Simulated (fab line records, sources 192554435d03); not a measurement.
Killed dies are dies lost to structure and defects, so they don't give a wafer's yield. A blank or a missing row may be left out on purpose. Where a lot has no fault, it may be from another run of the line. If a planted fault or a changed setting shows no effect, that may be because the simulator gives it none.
Problem report, 8D (eight disciplines) form, completed by code + flow n5_finfet + the parts of the form that need people (team, actions taken, sign-off) are left out

== 1. THE PROBLEM ==
Wafers without a fault read 1499.9 rpm, standard deviation 1.1; spin_speed_rpm at N5_BEOL_M3_COAT_61 reads a mean of 1439.6 rpm on 6 wafers belonging to 2 lots. Measured from the usual mean, that is -55 standard deviations.
The step: time 60 s, resist thk 60 nm.
Seen first at day 11 12:43 on litho_track-01, wafer L662.2. Wafers with a number at this step in the record: 12, from 4 lots. By rule, "out" or "out of limits" means more than 4 standard deviations away from the usual mean. The rest of the wafers with a number are treated as sound.

== 2. WHAT IT IS; WHAT IT IS NOT ==
| question                    | is                     | is not                                                             |
|-----------------------------|------------------------|--------------------------------------------------------------------|
| which readings at this step | spin_speed_rpm         | -                                                                  |
| which lots                  | L662, L663             | L656, L667                                                         |
| which wafers of those lots  | all that have a number | -                                                                  |
| read on which tools         | litho_track-01         | litho_track-02                                                     |
| when                        | from day 11 12:43      | up to then (3 sound wafers); but 3 sound wafers of L667 came after |

== 3. THE SUSPECTS, EACH WITH WHAT RULES IT OUT ==
Counting: a tool at any process step up to the reading remains a suspect when it ran all the lots that are out and ran no sound lot after the first of those.
- litho_track-01 at N5_BEOL_M3_COAT_61 (time 60 s, resist thk 60 nm): kept. It processed each lot that is out, first L662 at day 11 12:43, and no sound lot thereafter; up to then, the last sound lot it processed was L656 at day 9 07:52. Its own spin_speed_rpm readings are out on those wafers.
The count leaves litho_track-01 at N5_BEOL_M3_COAT_61.

== 4. THE CAUSE (what the simulator had put in) ==
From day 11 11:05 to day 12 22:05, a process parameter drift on litho_track-01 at N5_BEOL_M3_COAT_61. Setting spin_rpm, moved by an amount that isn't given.
The count eliminated every tool but this one.

== 5. SEQUENCE OF EFFECTS, ordered by route ==
Each row: a reading where the mean over the struck wafers with a number is more than 3 standard deviations away from the usual. Only readings whose record carries a usual standard deviation are examined. hours: median over the lots of the time between each lot's start at the first step of this table that gives one and its start at this step. sigmas: the change, counted in usual standard deviations.
| hours | step               | reading        | usual      | on struck wafers | change | sigmas |
|-------|--------------------|----------------|------------|------------------|--------|--------|
| 0     | N5_BEOL_M3_COAT_61 | spin_speed_rpm | 1499.9 rpm | 1439.6           | -60.3  | -55    |
The process steps in it:
- N5_BEOL_M3_COAT_61: time 60 s, resist thk 60 nm.
Later measuring or inspecting steps at which every struck wafer that the step has a row for has a number for every such reading, and none has moved that far: N5_BEOL_M4_RC_MEAS_101.

== 6. WHAT WOULD HAVE CAUGHT IT SOONER ==
2 hours passed between the start of the fault at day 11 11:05 and the first reading out of limits in this record, taken at day 11 12:43.
